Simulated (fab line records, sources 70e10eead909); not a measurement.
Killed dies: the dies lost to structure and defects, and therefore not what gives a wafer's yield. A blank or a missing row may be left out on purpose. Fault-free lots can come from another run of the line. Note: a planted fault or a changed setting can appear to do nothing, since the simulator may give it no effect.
fab line records	flow nand_harc
[record] lots = 12	wafers = 36	last_day = 34
route steps=1302 shown P_GATE@204 P_CONTACT@229 END@1302
lots that met no fault: taken from a fault-free run of the same line
start_h: hours from the record's first day to the start of the lot's first wafer shown	wait_h: hours from the lot's prior step to this one	" the same as in the row above	L1.1+2: a row that stands for several wafers	- either no value or no given start	* or withheld: withheld	< > ~ a bound
route shown NAME@n: a module of which the file shows steps, and the number in the route of the first	usual: mean/standard deviation of fault-free wafers	same: alike in all rows	chamber/n: place in a boat	sites: per-site readings	_std_site: the standard deviation of these	_edge_site: mean of outer sites minus mean of inner sites	radius_mm: for every site, how far away it sits from the centre of the wafer	mask NAME#n: copy n	behind: the tool/chamber that last shaped the wafer	hold: why the lot was held/for how many hours/how that ended	device: transistor that didn't switch, given as n, p or np	end of line: the same wafers' tests at the end of the route	where a step has no rows: the recipe by itself	killed: at the first sort, the dies lost to defects and structure; wafer yield is something else	map: per-die view of a wafer (x killed, . not killed, _ where there is no die)
set.NAME: the setting the step ran with; set.NAME@STEP: the setting that earlier step ran with	model.NAME: the simulator's own value behind a step, which no gauge read
a sample of lots followed through the steps of the route, with each step as a table and each wafer as a row
services: when a tool's chamber went out of use (start_h, in hours from the record's first day, below 0 if earlier), for how many hours, and the reason
[[steps]]
[step NHARC_P_GATE_STRIP_113]
[recipe] power_w = 1500	temp_c = 110	time_s = 740	chemistry = N2/H2
[usual] drypump_motor_current_A = 5.6/0.4	heater_power_w = 90/8.2
lot.wafer	tool	chamber	start_h	wait_h	drypump_motor_current_A	heater_power_w	rf_hours_counter_h
L751.2	plasma_asher-01	1	121.99	0.2	5.6	94	24
L751.1	"	0	"	"	5.0	98	24
L751.6	"	1	"	"	5.6	93	-
L752.2	plasma_asher-02	1	134.47	0.2	6.1	75	9
L752.4	"	1	"	"	6.1	78	-
L752.5	"	0	"	"	5.6	88	-
L755.2	plasma_asher-01	0	169.75	0.3	5.0	101	35
L755.4	"	1	"	"	5.7	97	-
L755.6	"	1	"	"	5.6	95	-
L760.2	plasma_asher-02	1	222.81	0.3	6.2	75	27
L760.3	"	1	"	"	6.2	79	-
L760.5	"	1	"	"	6.2	79	-
L762.4	plasma_asher-02	1	239.16	0.3	6.1	77	-
L762.3	"	0	"	"	5.6	86	-
L762.5	"	1	"	"	6.2	79	-
L763.2	plasma_asher-01	1	257.76	0.4	5.6	94	14
L763.1	"	0	"	"	5.0	100	14
L763.5	"	0	"	"	5.0	98	-
L766.1	plasma_asher-01	1	270.08	0.2	5.7	96	17
L766.3	"	1	"	"	5.7	94	-
L766.6	"	0	"	"	5.0	98	-
L768.1	plasma_asher-02	1	296.78	0.3	6.2	76	8
L768.3	"	1	"	"	6.2	74	-
L768.6	"	0	"	"	5.6	88	-
L769.1	plasma_asher-02	0	305.41	0.3	5.6	84	9
L769.3	"	1	"	"	6.1	77	-
L769.6	"	0	"	"	5.6	87	-
L771.1	plasma_asher-02	0	322.75	0.3	5.6	84	13
L771.3	"	0	"	"	5.6	85	-
L771.6	"	0	"	"	5.6	85	-
L772.2	plasma_asher-01	0	338.42	0.3	5.0	99	31
L772.4	"	1	"	"	5.6	96	-
L772.6	"	1	"	"	5.6	95	-
L773.1	plasma_asher-01	0	346.00	0.3	5.0	97	33
L773.3	"	0	"	"	5.0	97	-
L773.5	"	1	"	"	5.6	96	-
[step NHARC_P_GATE_STRIP_95]
[recipe] power_w = 1500	temp_c = 250	chemistry = O2
[usual] drypump_motor_current_A = 5.6/0.4	heater_power_w = 337/30
lot.wafer	tool	chamber	start_h	wait_h	drypump_motor_current_A	heater_power_w	rf_hours_counter_h
L751.2	plasma_asher-01	1	122.71	0.6	5.7	349	25
L751.1	"	0	"	"	5.0	370	25
L751.6	"	1	"	"	5.7	357	-
L752.2	plasma_asher-02	1	135.19	0.6	6.2	294	10
L752.4	"	1	"	"	6.1	292	-
L752.5	"	0	"	"	5.6	328	-
L755.2	plasma_asher-01	0	170.36	0.5	5.0	365	35
L755.4	"	1	"	"	5.6	345	-
L755.6	"	1	"	"	5.6	352	-
L760.2	plasma_asher-02	1	223.41	0.5	6.2	292	28
L760.3	"	1	"	"	6.1	297	-
L760.5	"	1	"	"	6.2	294	-
L762.4	plasma_asher-02	1	239.66	0.4	6.1	301	-
L762.3	"	0	"	"	5.6	329	-
L762.5	"	1	"	"	6.1	287	-
L763.2	plasma_asher-01	1	258.49	0.6	5.6	359	14
L763.1	"	0	"	"	5.0	359	14
L763.5	"	0	"	"	5.0	372	-
L766.1	plasma_asher-01	1	270.80	0.6	5.6	360	18
L766.3	"	1	"	"	5.7	361	-
L766.6	"	0	"	"	5.0	368	-
L768.1	plasma_asher-02	1	297.40	0.5	6.2	278	9
L768.3	"	1	"	"	6.2	273	-
L768.6	"	0	"	"	5.6	321	-
L769.1	plasma_asher-02	0	306.02	0.5	5.6	329	10
L769.3	"	1	"	"	6.2	286	-
L769.6	"	0	"	"	5.6	319	-
L771.1	plasma_asher-02	0	323.36	0.5	5.6	321	14
L771.3	"	0	"	"	5.6	319	-
L771.6	"	0	"	"	5.6	329	-
L772.2	plasma_asher-01	0	339.03	0.5	5.0	360	31
L772.4	"	1	"	"	5.6	354	-
L772.6	"	1	"	"	5.6	356	-
L773.1	plasma_asher-01	0	346.72	0.6	5.0	364	34
L773.3	"	0	"	"	5.0	361	-
L773.5	"	1	"	"	5.7	351	-
[step NHARC_P_CONTACT_EXPOSE_09]
[recipe] na = 1.35	target_cd_nm = 90	dose_mj = 81.26	mask_id = P_CA
lot.wafer	tool	chamber	start_h	wait_h	mask
L751.1+2+6	arfi_scanner-03	0	126.09	-	P_CA#0
L752.2+4+5	arfi_scanner-03	0	138.59	-	P_CA_R1#0
L755.2+4+6	arfi_scanner-01	0	173.54	-	P_CA#0
L760.2+3+5	arfi_scanner-02	0	226.74	-	P_CA#0
L762.3+4+5	arfi_scanner-03	0	242.95	-	P_CA#0
L763.1+2+5	arfi_scanner-02	0	261.86	-	P_CA#0
L766.1+3+6	arfi_scanner-02	0	274.00	-	P_CA#0
L768.1+3+6	arfi_scanner-01	0	300.55	-	P_CA#0
L769.1+3+6	arfi_scanner-01	0	309.23	-	P_CA#0
L771.1+3+6	arfi_scanner-01	0	326.64	-	P_CA#0
L772.2+4+6	arfi_scanner-03	0	342.32	-	P_CA#0
L773.1+3+5	arfi_scanner-02	0	350.25	-	P_CA#0
[step NHARC_P_CONTACT_CD_MEAS_12]
[recipe] target_cd_nm = 90	landing_energy_ev = 500
[usual] cd_nm = 90.1/0.94
lot.wafer	tool	chamber	start_h	wait_h	cd_nm
L751.1	cd_sem-01	0	126.23	-	88.5
L751.2	"	0	"	"	89.5
L751.6	"	0	"	"	89.9
L752.2	cd_sem-01	0	138.73	-	99.1
L752.4	"	0	"	"	99.3
L752.5	"	0	"	"	97.8
L755.2	cd_sem-03	0	173.67	-	90.4
L755.4	"	0	"	"	90.2
L755.6	"	0	"	"	88.5
L760.2	cd_sem-03	0	226.88	-	88.8
L760.3	"	0	"	"	88.5
L760.5	"	0	"	"	89.4
L762.3	cd_sem-03	0	243.08	-	91.3
L762.4	"	0	"	"	90.9
L762.5	"	0	"	"	90.5
L763.1	cd_sem-02	0	262.00	-	92.4
L763.2	"	0	"	"	92.4
L763.5	"	0	"	"	91.4
L766.1	cd_sem-01	0	274.14	-	91.6
L766.3	"	0	"	"	89.9
L766.6	"	0	"	"	91.3
L768.1	cd_sem-02	0	300.70	-	90.3
L768.3	"	0	"	"	89.7
L768.6	"	0	"	"	89.2
L769.1	cd_sem-03	0	309.37	-	89.6
L769.3	"	0	"	"	90.2
L769.6	"	0	"	"	89.8
L771.1	cd_sem-01	0	326.78	-	89.0
L771.3	"	0	"	"	89.5
L771.6	"	0	"	"	88.8
L772.2	cd_sem-01	0	342.45	-	88.9
L772.4	"	0	"	"	88.9
L772.6	"	0	"	"	88.9
L773.1	cd_sem-03	0	350.39	-	91.1
L773.3	"	0	"	"	90.3
L773.5	"	0	"	"	89.5
[step NHARC_P_CONTACT_DESCUM_17]
[recipe] time_s = 3	o2_flow_sccm = 200	ar_flow_sccm = 0	bias_power_w = 0	chemistry = O2
[usual] drypump_motor_current_A = 5.6/0.39	oes_product_au = 1.005/0.014	rf_vpp_V = 57.6/0.86	showerhead_plenum_p_Torr = 1.89/0.087	throttle_valve_pct = 11.311/0.0094
lot.wafer	tool	chamber	start_h	wait_h	drypump_motor_current_A	oes_product_au	rf_hours_counter_h	rf_vpp_V	showerhead_plenum_p_Torr	throttle_valve_pct
L751.2	rie_diel-11	3	126.42	0.1	6.2	1.025	1.2	57.3	1.86	11.310
L751.1	"	0	"	"	5.7	1.000	1.3	56.5	1.87	11.302
L751.6	"	0	"	"	5.7	1.002	-	57.4	1.87	11.307
L752.4	rie_diel-08	0	138.92	0.1	5.6	1.002	7.2	59.1	1.86	11.305
L752.2	"	2	"	"	5.5	1.017	7.6	57.7	1.81	11.307
L752.5	"	0	"	"	5.6	0.985	-	57.2	1.86	11.315
L755.2	rie_diel-11	2	173.87	0.1	5.2	1.003	2.5	56.8	1.81	11.309
L755.4	"	3	"	"	6.2	1.018	2.5	57.8	1.86	11.302
L755.6	"	1	"	"	6.5	0.991	-	57.4	2.05	11.298
L760.3	rie_diel-08	2	227.06	0.1	5.4	1.011	1.6	56.9	1.81	11.311
L760.2	"	3	"	"	5.7	1.006	1.8	56.8	2.00	11.292
L760.5	"	3	"	"	5.7	1.009	-	56.6	2.00	11.320
L762.3	rie_diel-08	3	243.26	0.1	5.7	0.999	2.7	57.9	2.00	11.308
L762.4	"	2	"	"	5.5	0.999	2.7	56.3	1.81	11.327
L762.5	"	3	"	"	5.7	1.001	-	57.6	2.00	11.316
L763.1	rie_diel-06	1	262.19	0.1	5.1	0.985	3.1	57.4	1.91	11.319
L763.2	"	3	"	"	5.5	1.028	3.4	58.8	2.03	11.313
L763.5	"	0	"	"	5.6	1.023	-	58.0	1.79	11.303
L766.1	rie_diel-11	1	274.34	0.1	6.5	0.985	0.3	59.1	2.05	11.316
L766.3	"	2	"	"	5.2	1.002	0.3	57.2	1.80	11.311
L766.6	"	0	"	"	5.7	1.006	-	57.2	1.86	11.294
L768.1	rie_diel-06	2	300.89	0.1	5.6	0.993	4.5	57.3	1.79	11.320
L768.3	"	0	"	"	5.6	1.025	4.6	57.2	1.79	11.318
L768.6	"	2	"	"	5.6	1.009	-	56.5	1.79	11.291
L769.1	rie_diel-11	3	309.56	0.1	6.2	1.013	1.7	58.2	1.86	11.319
L769.3	"	1	"	"	6.5	0.987	1.3	58.2	2.05	11.325
L769.6	"	3	"	"	6.2	0.999	-	57.3	1.86	11.306
L771.1	rie_diel-06	1	326.97	0.1	5.1	0.986	0.1	58.6	1.91	11.314
L771.3	"	2	"	"	5.7	1.014	0.1	57.8	1.79	11.320
L771.6	"	0	"	"	5.6	1.021	-	57.7	1.79	11.306
L772.4	rie_diel-11	3	342.64	0.1	6.2	0.996	2.4	57.8	1.86	11.321
L772.2	"	2	"	"	5.2	0.988	2.3	58.2	1.80	11.321
L772.6	"	3	"	"	6.2	0.992	-	57.0	1.86	11.296
L773.3	rie_diel-06	1	350.57	0.1	5.1	0.963	1.0	57.5	1.91	11.299
L773.1	"	0	"	"	5.6	1.008	0.8	56.8	1.79	11.314
L773.5	"	0	"	"	5.6	1.001	-	58.0	1.79	11.318
[step NHARC_P_CONTACT_CD_MEAS_19]
[usual] cd_nm = 89.3/2.1
lot.wafer	tool	chamber	start_h	wait_h	cd_nm
L751.1	cd_sem-01	-	127.29	-	86.1
L751.2	"	-	"	"	88.2
L751.6	"	-	"	"	89.8
L752.2	cd_sem-01	-	139.79	-	100.9
L752.4	"	-	"	"	97.4
L752.5	"	-	"	"	95.8
L755.2	cd_sem-03	-	174.73	-	89.7
L755.4	"	-	"	"	88.0
L755.6	"	-	"	"	86.4
L760.2	cd_sem-02	-	227.93	-	87.6
L760.3	"	-	"	"	89.1
L760.5	"	-	"	"	89.0
L762.3	cd_sem-02	-	244.14	-	88.3
L762.4	"	-	"	"	88.5
L762.5	"	-	"	"	87.7
L763.1	cd_sem-03	-	263.06	-	94.5
L763.2	"	-	"	"	90.9
L763.5	"	-	"	"	91.2
L766.1	cd_sem-01	-	275.19	-	86.4
L766.3	"	-	"	"	89.2
L766.6	"	-	"	"	91.3
L768.1	cd_sem-01	-	301.75	-	89.4
L768.3	"	-	"	"	95.0
L768.6	"	-	"	"	88.3
L769.1	cd_sem-02	-	310.43	-	92.7
L769.3	"	-	"	"	92.1
L769.6	"	-	"	"	90.2
L771.1	cd_sem-01	-	327.83	-	88.0
L771.3	"	-	"	"	91.2
L771.6	"	-	"	"	91.9
L772.2	cd_sem-01	-	343.52	-	87.3
L772.4	"	-	"	"	89.7
L772.6	"	-	"	"	93.8
L773.1	cd_sem-01	-	351.53	-	90.7
L773.3	"	-	"	"	92.2
L773.5	"	-	"	"	90.5
[step NHARC_END_SORT_01]
[recipe] temp_c = 25
[usual] killed_at_array = 57/21	killed_at_other = 0.9/1.2	killed_at_periphery = 4.2/2.9	killed_dies = 62/21	killed_open = 3.2/1.8	killed_short = 2.4/1.5
[same] gross_dies = 677
lot.wafer	tool	chamber	start_h	wait_h	killed_at_array	killed_at_other	killed_at_periphery	killed_dies	killed_open	killed_short
L752.2	prober-01	0	580.85	2.8	48	0	5	53	2	4
L752.4	prober-01	0	582.43	3.4	43	0	1	44	5	1
L752.5	prober-01	0	583.22	3.7	45	0	2	47	0	5
L755.2	prober-01	0	630.63	2.8	53	2	3	58	5	1
L755.4	prober-01	0	632.22	3.4	36	1	7	44	6	3
L755.6	prober-01	0	633.81	4.0	34	2	6	42	4	2
L763.1	prober-01	0	697.59	2.5	23	0	1	24	1	0
L763.2	prober-01	0	698.40	2.8	23	0	4	27	4	0
L763.5	prober-01	0	700.83	3.7	27	0	2	29	7	1
L766.1	prober-01	0	713.25	2.5	61	1	4	66	3	6
L766.3	prober-01	0	714.84	3.1	43	0	10	53	3	3
L766.6	prober-01	0	717.23	4.0	45	0	1	46	2	5
L769.1	prober-01	0	749.14	2.5	28	1	3	32	1	2
L769.3	prober-01	0	750.72	3.1	39	0	4	43	5	4
L769.6	prober-01	0	753.09	4.0	33	1	1	35	3	1
L773.1	prober-01	0	801.01	2.5	59	3	8	70	6	2
L773.3	prober-01	0	802.58	3.1	77	7	16	100	4	3
L773.5	prober-01	0	804.14	3.6	76	2	14	92	1	4
// killed by level:class
L752.2 A_SLIT:chamber_film_flake=23 A_CHANNEL_HOLE_D2:chamber_film_flake=6 A_CONTACT:chamber_film_flake=5 A_CHANNEL_FILL_D1:chamber_film_flake=4 P_BONDPAD:chamber_film_flake=2 A_CHANNEL_HOLE_D1:chamber_film_flake=2 A_M0:chamber_film_flake=2 P_CONTACT:geometric_particle:short=1
L752.4 A_SLIT:chamber_film_flake=22 A_CHANNEL_HOLE_D2:chamber_film_flake=6 A_M0:chamber_film_flake=3 A_CONTACT:geometric_particle:open=2 A_DECK1_JOINT:chamber_film_flake=2 A_CONTACT:chamber_film_flake=2 A_CHANNEL_FILL_D1:geometric_particle:open=1 A_CHANNEL_HOLE_D2:geometric_particle:short=1
L752.5 A_SLIT:chamber_film_flake=15 A_CONTACT:chamber_film_flake=7 A_M0:chamber_film_flake=6 A_CHANNEL_HOLE_D2:chamber_film_flake=5 A_STAIRCASE:chamber_film_flake=3 A_CHANNEL_HOLE_D1:chamber_film_flake=2 A_ONON_D1:geometric_particle:short=1 A_CHANNEL_FILL_D1:geometric_particle:short=1
L755.2 A_SLIT:chamber_film_flake=24 A_CHANNEL_HOLE_D2:chamber_film_flake=14 A_M0:chamber_film_flake=4 A_CHANNEL_HOLE_D1:chamber_film_flake=3 A_CHANNEL_FILL_D2:geometric_particle:open=2 A_STAIRCASE:chamber_film_flake=2 A_CONTACT:chamber_film_flake=2 P_M0:geometric_particle:open=1
L755.4 A_SLIT:chamber_film_flake=22 P_M2:chamber_film_flake=3 P_STI:chamber_film_flake=2 A_CHANNEL_HOLE_D2:chamber_film_flake=2 A_CONTACT:chamber_film_flake=2 P_M0:geometric_particle:open=1 A_CHANNEL_FILL_D1:geometric_particle:short=1 A_ONON_D2:geometric_particle:open=1
L755.6 A_SLIT:chamber_film_flake=20 A_CHANNEL_HOLE_D2:chamber_film_flake=5 A_CHANNEL_HOLE_D1:chamber_film_flake=3 P_CONTACT:geometric_particle:open=2 A_CHANNEL_FILL_D2:geometric_particle:open=2 A_M0:chamber_film_flake=2 HYBRID_BOND:chamber_film_flake=2 P_GATE:geometric_particle:short=1
L763.1 A_CHANNEL_HOLE_D1:chamber_film_flake=9 A_CONTACT:chamber_film_flake=5 A_STAIRCASE:chamber_film_flake=2 A_SLIT:chamber_film_flake=2 A_CHANNEL_FILL_D1:geometric_particle:open=1 P_GATE:chamber_film_flake=1 A_ZERO_WELL:chamber_film_flake=1 A_CHANNEL_FILL_D1:chamber_film_flake=1
L763.2 A_CHANNEL_HOLE_D1:chamber_film_flake=6 A_SLIT:chamber_film_flake=4 A_CONTACT:chamber_film_flake=4 A_STAIRCASE:chamber_film_flake=3 P_GATE:chamber_film_flake=2 A_CHANNEL_FILL_D1:chamber_film_flake=2 A_ONON_D2:geometric_particle:open=1 A_CHANNEL_HOLE_D2:geometric_particle:open=1
L763.5 A_CHANNEL_HOLE_D1:chamber_film_flake=7 A_SLIT:chamber_film_flake=5 A_STAIRCASE:chamber_film_flake=4 A_CHANNEL_HOLE_D2:geometric_particle:open=2 P_STI:chamber_film_flake=2 A_ONON_D1:geometric_particle:open=1 A_ONON_D1:geometric_particle:short=1 A_CHANNEL_FILL_D1:geometric_particle:open=1
L766.1 A_CHANNEL_HOLE_D2:chamber_film_flake=25 A_CHANNEL_HOLE_D1:chamber_film_flake=8 A_SLIT:chamber_film_flake=7 A_CONTACT:chamber_film_flake=7 A_CHANNEL_FILL_D2:chamber_film_flake=4 A_STAIRCASE:chamber_film_flake=2 P_CONTACT:geometric_particle:short=1 P_M0:geometric_particle:short=1
L766.3 A_CHANNEL_HOLE_D2:chamber_film_flake=15 A_CHANNEL_HOLE_D1:chamber_film_flake=7 P_ZERO_WELL:chamber_film_flake=6 A_CONTACT:chamber_film_flake=6 A_SLIT:chamber_film_flake=4 A_STAIRCASE:chamber_film_flake=3 P_CONTACT:chamber_film_flake=2 A_CHANNEL_FILL_D1:chamber_film_flake=2
L766.6 A_CHANNEL_HOLE_D2:chamber_film_flake=14 A_CHANNEL_HOLE_D1:chamber_film_flake=7 A_CONTACT:chamber_film_flake=6 A_SLIT:chamber_film_flake=4 A_ONON_D1:geometric_particle:short=3 A_CHANNEL_FILL_D2:chamber_film_flake=3 A_BONDPAD:chamber_film_flake=3 P_M0:geometric_particle:open=1
L769.1 A_CHANNEL_HOLE_D1:chamber_film_flake=11 A_SLIT:chamber_film_flake=4 A_CHANNEL_FILL_D1:chamber_film_flake=3 P_GATE:chamber_film_flake=2 A_ZERO_WELL:chamber_film_flake=2 A_CONTACT:chamber_film_flake=2 A_M0:chamber_film_flake=2 P_M0:geometric_particle:short=1
L769.3 A_CHANNEL_HOLE_D1:chamber_film_flake=19 A_SLIT:chamber_film_flake=7 P_GATE:chamber_film_flake=3 A_STAIRCASE:chamber_film_flake=2 A_M0:chamber_film_flake=2 P_CONTACT:geometric_particle:short=1 A_ONON_D1:geometric_particle:short=1 A_CHANNEL_FILL_D1:geometric_particle:open=1
L769.6 A_CHANNEL_HOLE_D1:chamber_film_flake=12 A_SLIT:chamber_film_flake=8 A_DECK1_JOINT:chamber_film_flake=3 A_CONTACT:chamber_film_flake=3 A_ONON_D1:geometric_particle:open=1 A_CHANNEL_FILL_D1:geometric_particle:open=1 A_DECK1_JOINT:geometric_particle:short=1 A_CONTACT:geometric_particle:open=1
L773.1 A_SLIT:chamber_film_flake=26 A_CHANNEL_HOLE_D2:chamber_film_flake=13 A_CHANNEL_HOLE_D1:chamber_film_flake=10 P_GATE:chamber_film_flake=5 A_STAIRCASE:chamber_film_flake=3 A_CONTACT:chamber_film_flake=2 THIN_TSV:chamber_film_flake=2 P_STI:geometric_particle:short=1
L773.3 A_SLIT:chamber_film_flake=36 A_CHANNEL_HOLE_D2:chamber_film_flake=15 A_CHANNEL_HOLE_D1:chamber_film_flake=14 P_GATE:chamber_film_flake=8 A_STAIRCASE:chamber_film_flake=5 P_M2:chamber_film_flake=4 A_CONTACT:chamber_film_flake=4 THIN_TSV:chamber_film_flake=3
L773.5 A_SLIT:chamber_film_flake=35 A_CHANNEL_HOLE_D2:chamber_film_flake=21 A_CHANNEL_HOLE_D1:chamber_film_flake=10 P_GATE:chamber_film_flake=5 P_M2:chamber_film_flake=5 A_CONTACT:chamber_film_flake=4 P_CONTACT:geometric_particle:short=2 A_STAIRCASE:chamber_film_flake=2
[[services]]
tool	chamber	start_h	hours	kind
rie_diel-06	2	113.68	7.4	repair
arfi_scanner-03	-	116.84	0.3	repair
rie_diel-06	2	122.09	4.4	repair
rie_diel-06	-	130.20	9.0	pm
arfi_scanner-02	-	140.00	4.0	pm
rie_diel-06	1	144.44	2.4	repair
arfi_scanner-03	-	176.80	1.3	repair
plasma_asher-01	-	179.66	9.0	pm
arfi_scanner-03	-	196.02	4.0	pm
arfi_scanner-01	-	211.24	2.4	repair
arfi_scanner-03	-	215.50	5.7	repair
rie_diel-11	-	233.41	13.8	repair
plasma_asher-02	-	249.55	9.0	pm
arfi_scanner-01	-	252.00	4.0	pm
rie_diel-11	-	255.50	9.0	pm
rie_diel-11	2	265.89	8.0	repair
rie_diel-06	-	277.15	0.7	repair
rie_diel-06	3	282.90	1.3	repair
rie_diel-06	-	307.21	9.0	pm
arfi_scanner-02	-	312.00	4.0	pm
rie_diel-11	1	317.03	6.1	repair
arfi_scanner-03	-	325.57	1.8	repair
rie_diel-11	0	334.54	5.6	repair
rie_diel-06	3	343.97	6.9	repair
[[key]]
[first_sign] step = NHARC_P_CONTACT_EXPOSE_09	reading = mask	direction = changed
[effect] step = NHARC_P_CONTACT_CD_MEAS_12	reading = cd_nm	direction = up	sigmas = 9.2	usual = 90.1	struck = 98.7
[effect] step = NHARC_P_CONTACT_CD_MEAS_19	reading = cd_nm	direction = up	sigmas = 4.2	usual = 89.3	struck = 98.0
met_at NHARC_P_CONTACT_EXPOSE_09
struck_lots L752
tester_left_out L752
not_acting_at NHARC_P_GATE_STRIP_113,NHARC_P_GATE_STRIP_95,NHARC_P_CONTACT_DESCUM_17
onset_between 126.09 138.59
[fault] kind = wrong_mask	tool = any	chamber = -	onset_h = 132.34	steps = NHARC_P_CONTACT_EXPOSE_09	aux_copy = P_CA_R1#0	cd_offset_nm = 7.9061	scope = struck_lots_only
// tester_left_out: of these lots the tester's yield and bins aren't shown, on N5 and GAA mostly nor the transistor test; their killed dies are dies lost to structure and defects alone, not to doping, threshold or leakage, so they don't give the yield
